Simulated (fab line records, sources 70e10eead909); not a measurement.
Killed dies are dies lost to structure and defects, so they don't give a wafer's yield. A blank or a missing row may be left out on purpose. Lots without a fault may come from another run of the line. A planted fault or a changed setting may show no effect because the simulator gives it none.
A struck lot beside a sound one | flow nand_harc | 15 steps out of a route of 1302
Sound: wafers L821.3, L821.4, L821.5. Struck: wafers L822.2, L822.3, L822.5. The cause comes at the end.
At each step with rows: each side's tool, then ch and its chambers, then its first start. Under that, the readings that differ: sound wafers | struck wafers | difference of the means | sigmas: that difference in standard deviations of wafers without a fault.
alike: readings whose means differ by less than 2 such deviations, and words and numbers that are the same on both sides. not compared: withheld readings, readings that some wafer has no value for, bounds like >300 that may hide the same value, and numbers for which the record gives no deviation and whose values overlap.
The two part at a step that has a row with sigmas, a row that says differs or no value, or rows on one side only. Numbers that don't overlap but have no deviation are shown without sigmas and don't part them. A reading that every wafer of one side lacks parts them only if that side has two wafers or more.

first, 7 steps without rows for these wafers: NHARC_A_BLC_COAT_03 (time 65 s); NHARC_A_BLC_COAT_04 (resist thk 90 nm); NHARC_A_BLC_SOFTBAKE_05 (time 55 s); NHARC_A_BLC_EBR_06; NHARC_A_BLC_EXPOSE_07 (exposes mask A BLC, target cd 100 nm); NHARC_A_BLC_PEB_08 (peb time 65 s); NHARC_A_BLC_DEVELOP_09 (develop time 35 s).
NHARC_A_BLC_CD_MEAS_10: target cd 100 nm.
  sound on cd_sem-03 ch 0, day 24 16:27; struck on cd_sem-01 ch 0, day 24 15:33
  alike: cd_nm
NHARC_A_BLC_OVL_MEAS_11:
  sound on overlay-01, day 24 16:32; struck on overlay-01, day 24 15:38
  alike: overlay_x_nm, overlay_y_nm
NHARC_A_BLC_INSPECT_12:
  sound on defect_inspect-02, day 24 16:34; struck on defect_inspect-02, day 24 15:40
  reading          | sound       | struck   | difference | sigmas
  raw_defect_count | 159 118 163 | 22 33 28 | -119       | -4
NHARC_A_BLC_DESCUM_15: chemistry O2, time 3 s.
  sound on rie_diel-09 ch 2,3, day 24 16:38; struck on rie_diel-11 ch 0,1,2, day 24 15:45
  alike: drypump_motor_current_A, mfc_ar_sccm, oes_product_au, rf_vpp_V, showerhead_plenum_p_Torr, throttle_valve_pct
  not compared: rf_hours_counter_h
NHARC_A_BLC_ETCH_16: etches the open film in CF4, target depth 39 nm, time 65 s.
  sound on rie_diel-09 ch 1,2, day 24 16:44; struck on rie_diel-11 ch 0,2,3, day 24 15:50
  alike: drypump_motor_current_A, mfc_ar_sccm, oes_product_au, rf_vpp_V, run_length_s, showerhead_plenum_p_Torr, throttle_valve_pct
  not compared: rf_hours_counter_h
NHARC_A_BLC_ETCH_17: etches the open film in N2/H2, target depth 390 nm, time 609.38 s.
  sound on rie_diel-09 ch 1,2,3, day 24 16:58; struck on rie_diel-11 ch 0,3, day 24 15:58
  reading          | sound             | struck            | difference | sigmas
  run_length_s (s) | 630.9 630.1 630.8 | 615.3 614.6 614.7 | -15.7      | -30
  alike: drypump_motor_current_A, mfc_ar_sccm, oes_product_au, rf_vpp_V, showerhead_plenum_p_Torr, throttle_valve_pct
  not compared: rf_hours_counter_h
NHARC_A_BLC_ETCH_18: etches the open film in C4F8/O2/Ar, target depth 910 nm.
  sound on rie_diel-09 ch 1,3; struck on rie_diel-11 ch 1,3
  alike: oes_product_au, rf_vpp_V
  not compared: rf_hours_counter_h
NHARC_END_SORT_01:
  sound on prober-02 ch 0, day 26 12:16; struck on prober-01 ch 0, day 26 11:25
  reading         | sound     | struck   | difference | sigmas
  killed_at_array | 82 89 102 | 25 32 31 | -62        | -3
  killed_dies     | 89 93 112 | 30 34 39 | -64        | -4
  alike: killed_at_other, killed_at_periphery, killed_open, killed_short

WHERE THEY PART
First at NHARC_A_BLC_INSPECT_12; last, within this record, at NHARC_END_SORT_01.

WHY: what the simulator had put in
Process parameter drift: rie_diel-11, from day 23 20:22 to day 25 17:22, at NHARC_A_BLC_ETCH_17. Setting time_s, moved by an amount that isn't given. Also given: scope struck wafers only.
